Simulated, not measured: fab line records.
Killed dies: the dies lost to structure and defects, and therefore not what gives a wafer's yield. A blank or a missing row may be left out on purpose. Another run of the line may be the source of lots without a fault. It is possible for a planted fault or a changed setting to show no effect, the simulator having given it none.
A lot that was struck, set against a sound lot + flow n5_finfet + 38 out of 1938 route steps
Sound: these wafers, L198.1, L198.4, L198.6. Wafers struck: L213.1, L213.4, L213.6. The cause is named last.
Order at every step that has rows: each side's tool, ch and its chambers, its first start. Under that, the readings that differ: sound wafers + struck wafers + difference of the means + sigmas: that difference in standard deviations of wafers without a fault.
alike: readings with means less than 2 such deviations apart, plus words and numbers identical on both sides. not compared: withheld readings, readings lacking a value on some wafer, bounds such as >300 that could conceal the same value, and numbers that have no deviation in the record and whose values overlap.
A row with sigmas, a row that says differs or no value, or rows on one side alone: a step with any of these is where the two part. Numbers that don't overlap but have no deviation are shown without sigmas and don't part them. Lack of a reading on every wafer of one side parts them only where that side has two or more wafers.

first, 9 steps without rows for these wafers: N5_BEOL_M4_ANNEAL_95 (time 240 s); N5_BEOL_M4_SPUTTER_96 (material Cu, target thk 4.5 nm, time 8.29 s); N5_BEOL_M4_ECD_50 (material Cu, target thk 300 nm); N5_BEOL_M4_ANNEAL_51 (time 90 s); N5_BEOL_M4_CMP_52 (polishes, stops on SiOC, t overpolish 6.8 s, target thk 40 nm); N5_BEOL_M4_PRE_CLEAN_60 (time 15 s); N5_BEOL_M4_CO_CAP_55 (material Co, precursor CCTBA/H2, target thk 2 nm, time 102.1 s); N5_BEOL_M4_PRE_CLEAN_56 (time 15 s); N5_BEOL_M4_DEP_57 (deposits SiCN from 3MS/NH3, target thk 8 nm, time 14 s).
N5_BEOL_M4_RC_MEAS_101:
  sound on prober-01 ch 0, day 8 08:08; struck on prober-01 ch 0, day 11 16:34
  alike: DIBL_N, DIBL_P, IOFF_N, IOFF_P, ION_N, ION_P, SS_N, SS_P, VT_N, VT_P
then, 24 steps without rows for these wafers: N5_BEOL_M5_ILD_DEP_00 (deposits SiCOH lowk from DEMS/porogen, target thk 140.64 nm, time 25.9 s); N5_BEOL_M5_CURE_79 (cures SiCOH lowk, time 240 s); N5_BEOL_M5_PECVD_70 (deposits SiO2 from TEOS/O2, target thk 16 nm, time 18 s); N5_BEOL_M5_HM_DEP_02 (deposits TiN, target thk 20 nm); N5_BEOL_M5_COAT_59 (time 60 s, resist thk 60 nm); N5_BEOL_M5_COAT_60 (time 60 s, resist thk 12 nm); N5_BEOL_M5_COAT_71 (time 60 s, resist thk 5 nm); N5_BEOL_M5_COAT_05 (resist thk 30 nm); N5_BEOL_M5_EBR_07; N5_BEOL_M5_SOFTBAKE_06 (time 60 s); N5_BEOL_M5_EXPOSE_08 (exposes mask M5, target cd 28 nm); N5_BEOL_M5_PEB_09 (peb time 60 s); N5_BEOL_M5_DEVELOP_10 (develop time 30 s); N5_BEOL_M5_DESCUM_16 (chemistry O2, time 7 s); N5_BEOL_M5_ETCH_72 (etches underlayer in N2/H2, target depth 6.5 nm, time 5.2 s); N5_BEOL_M5_ETCH_61 (etches SiARC in CF4, target depth 15.6 nm, time 26 s); N5_BEOL_M5_ETCH_62 (etches SOC in N2/H2, target depth 75 nm, overetch 15 nm, time 112.5 s); N5_BEOL_M5_STRIP_63 (strips in N2/H2); N5_BEOL_M5_STRIP_73 (strips in N2/H2); N5_BEOL_M5_STRIP_64 (strips in CF4); N5_BEOL_M5_HM_OPEN_17 (chemistry Cl2/BCl3, target TiN, target depth 20 nm, overetch 6 nm); N5_BEOL_M5_STRIP_19 (strips in O2); N5_BEOL_M5_COAT_65 (time 60 s, resist thk 60 nm); N5_BEOL_M5_COAT_66 (time 60 s, resist thk 12 nm).
N5_BEOL_M7_STRIP_19: strips in O2.
  sound on rie_diel-02 ch 1,2, day 9 09:26; struck on rie_diel-03 ch 0,1,2, day 12 14:43
  no value came back on the struck wafers for any of 7 readings (bias_power_w (W), chamber_pressure_mTorr (mTorr) and others); on the sound wafers bias_power_w (W) reads 0 0 0
| reading                                  | sound | struck       | difference | sigmas |
|------------------------------------------|-------|--------------|------------|--------|
| model.SOC_of_BEOL_M7_COAT_59.thk_nm (nm) | 0 0 0 | 92 91.8 91.6 | +92        |        |
  not compared: rf_hours_counter_h
N5_BEOL_M7_ETCH_66: etches SOC in N2/H2, target depth 80 nm, overetch 16 nm, time 120 s.
  sound on rie_diel-03 ch 0,3, day 9 11:41; struck on rie_diel-06 ch 1,3, day 12 15:40
| reading                  | sound             | struck            | difference | sigmas |
|--------------------------|-------------------|-------------------|------------|--------|
| oes_product_au (a.u.)    | 0.72 0.67 0.73    | 0.88 0.81 0.88    | +0.15      | +3     |
| model.etch.depth_nm (nm) | 59.98 59.81 59.81 | 98.51 96.06 98.25 | +37.74     |        |
  alike: drypump_motor_current_A, rf_fwd_power_W, rf_vpp_V, showerhead_plenum_p_Torr, throttle_valve_pct
  not compared: rf_hours_counter_h
N5_BEOL_M7_VIA_ETCH_34: etches SiCOH lowk in C4F6/O2, target depth 125.5 nm, time 50.5 s.
  sound on rie_diel-03 ch 0,3, day 9 11:47; struck on rie_diel-06 ch 1,3, day 12 15:46
| reading               | sound          | struck         | difference | sigmas |
|-----------------------|----------------|----------------|------------|--------|
| oes_product_au (a.u.) | 0.97 0.88 0.97 | 0.33 0.30 0.33 | -0.62      | -7     |
| rf_vpp_V (V)          | 677 678 678    | 659 656 659    | -20        | -2     |
  alike: C4F6_flow_sccm, drypump_motor_current_A, rf_fwd_power_W, showerhead_plenum_p_Torr, throttle_valve_pct
  not compared: rf_hours_counter_h
-- a jump in the record: the struck wafers' starts before and after are 3 days apart (it breaks off in module BEOL_M7 and resumes in module PASSIVATION, where the first step shown is number 1936 of the route) --
N5_PASSIVATION_PROBE_49:
  sound on prober-01, day 12 09:57; struck on prober-02, day 15 22:29
| reading                  | sound          | struck         | difference | sigmas      |
|--------------------------|----------------|----------------|------------|-------------|
| defect_limited_yield (%) | 87.8 89.7 90.4 | 0 0 0          | -89        | -60         |
| killed_at_M4_up          | 17 15 13       | 1084 1115 1077 | +1077      | +99 or more |
| killed_at_front_end      | 56 64 60       | 40 21 49       | -23        | -2          |
| killed_dies              | 144 122 113    | 1180 1180 1180 | +1054      | +59         |
| killed_on_rim            | 20 17 12       | 152 152 152    | +136       | +34         |
| sort_bin_5_function (%)  | 7.5 5.5 5.0    | 95.4 97.5 95.2 | +90.0      | +90         |
| sort_n_pass              | 1036 1058 1067 | 0 0 0          | -1054      | -59         |
| sort_yield_pct (%)       | 87.8 89.7 90.4 | 0 0 0          | -89        | -60         |
  alike: killed_at_M0_to_M3, killed_at_contacts, killed_at_other, killed_open, killed_short, sort_bin_6_memory

## WHERE THEY PART
Earliest at N5_BEOL_M7_STRIP_19; latest, in this record, at N5_PASSIVATION_PROBE_49.

WHY: whatever the simulator had introduced
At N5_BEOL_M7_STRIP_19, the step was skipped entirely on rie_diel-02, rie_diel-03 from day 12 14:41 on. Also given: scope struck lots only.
